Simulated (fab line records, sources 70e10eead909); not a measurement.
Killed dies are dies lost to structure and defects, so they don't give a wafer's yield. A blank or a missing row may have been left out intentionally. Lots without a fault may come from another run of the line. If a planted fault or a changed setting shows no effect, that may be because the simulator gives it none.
Which of the tools did it? :: flow nand-harc :: 19 wafers from 7 lots sampled at 3 of the route's 1302 steps

== WHAT EACH GAUGE READ, for each wafer ==
NHARC_A_ONON_D2_THK_MEAS_27: measures by ellipsometry.
lot: L850
measured: day 13 04:26
on: film-metro-02
thk-nm (nm): 992 993 994

lot: L855
measured: day 15 06:15
on: film-metro-02
thk-nm (nm): 982 986 983

lot: L859
measured: day 16 17:39
on: film-metro-01
thk-nm (nm): 993 993 995

lot: L863
measured: day 18 18:05
on: film-metro-01
thk-nm (nm): 990 989 990

lot: L867
measured: day 20 11:31
on: film-metro-01
thk-nm (nm): 1004 923

lot: L869
measured: day 21 13:00
on: film-metro-02
thk-nm (nm): 1001 915 918

lot: L871
measured: day 21 16:40
on: film-metro-01
thk-nm (nm): 913 994

== WHAT TOOL EACH LOT RAN ON (gives the tool, then ch and the chambers of the sampled wafers, and finally the start) ==
lot: L850
NHARC_A_CHANNEL_FILL_D1_CMP_10: cmp-04 ch 0,1, day 11 03:48
NHARC_A_ONON_D2_DEP_25: pecvd-onon-04 ch 0, day 13 04:02

lot: L855
NHARC_A_CHANNEL_FILL_D1_CMP_10: cmp-02 ch 1,2,3, day 13 07:59
NHARC_A_ONON_D2_DEP_25: pecvd-onon-04 ch 0, day 15 05:45

lot: L859
NHARC_A_CHANNEL_FILL_D1_CMP_10: cmp-01 ch 0,2,3, day 14 17:40
NHARC_A_ONON_D2_DEP_25: pecvd-onon-03 ch 0, day 16 17:12

lot: L863
NHARC_A_CHANNEL_FILL_D1_CMP_10: cmp-04 ch 0,1, day 16 18:01
NHARC_A_ONON_D2_DEP_25: pecvd-onon-03 ch 0, day 18 17:38

lot: L867
NHARC_A_CHANNEL_FILL_D1_CMP_10: cmp-02 ch 0,3, day 18 09:48
NHARC_A_ONON_D2_DEP_25: pecvd-onon-03 ch 0, day 20 11:01

lot: L869
NHARC_A_CHANNEL_FILL_D1_CMP_10: cmp-01 ch 0,1,2, day 19 07:42
NHARC_A_ONON_D2_DEP_25: pecvd-onon-03 ch 0, day 21 12:29

lot: L871
NHARC_A_CHANNEL_FILL_D1_CMP_10: cmp-02 ch 1,2, day 19 18:32
NHARC_A_ONON_D2_DEP_25: pecvd-onon-03 ch 0, day 21 16:20
- NHARC_A_CHANNEL_FILL_D1_CMP_10: polishes, target thk 150 nm.
- NHARC_A_ONON_D2_DEP_25: target thk 1000 nm.

== THE ANSWER, worked out from the rows above alone ==
Rule: the lots themselves supply what counts as usual. The widest of any qualifying gaps counts: lots, ordered by their means at a reading, are off when they make up no more than a third of the lots, leave a main group of 4 or more, and stand apart from it by 3 or more times the standard deviation of that group's means. A main group is skipped when, at the precision printed for the reading in the tables above, its means are all equal. A lot without any number at a reading at which 4 lots or more have one is off too. All remaining lots with rows at the step are treated as sound.
No lot is off on any of the readings shown, so nothing can be concluded from this.

== WHAT THE SIMULATOR HAD INSERTED ==
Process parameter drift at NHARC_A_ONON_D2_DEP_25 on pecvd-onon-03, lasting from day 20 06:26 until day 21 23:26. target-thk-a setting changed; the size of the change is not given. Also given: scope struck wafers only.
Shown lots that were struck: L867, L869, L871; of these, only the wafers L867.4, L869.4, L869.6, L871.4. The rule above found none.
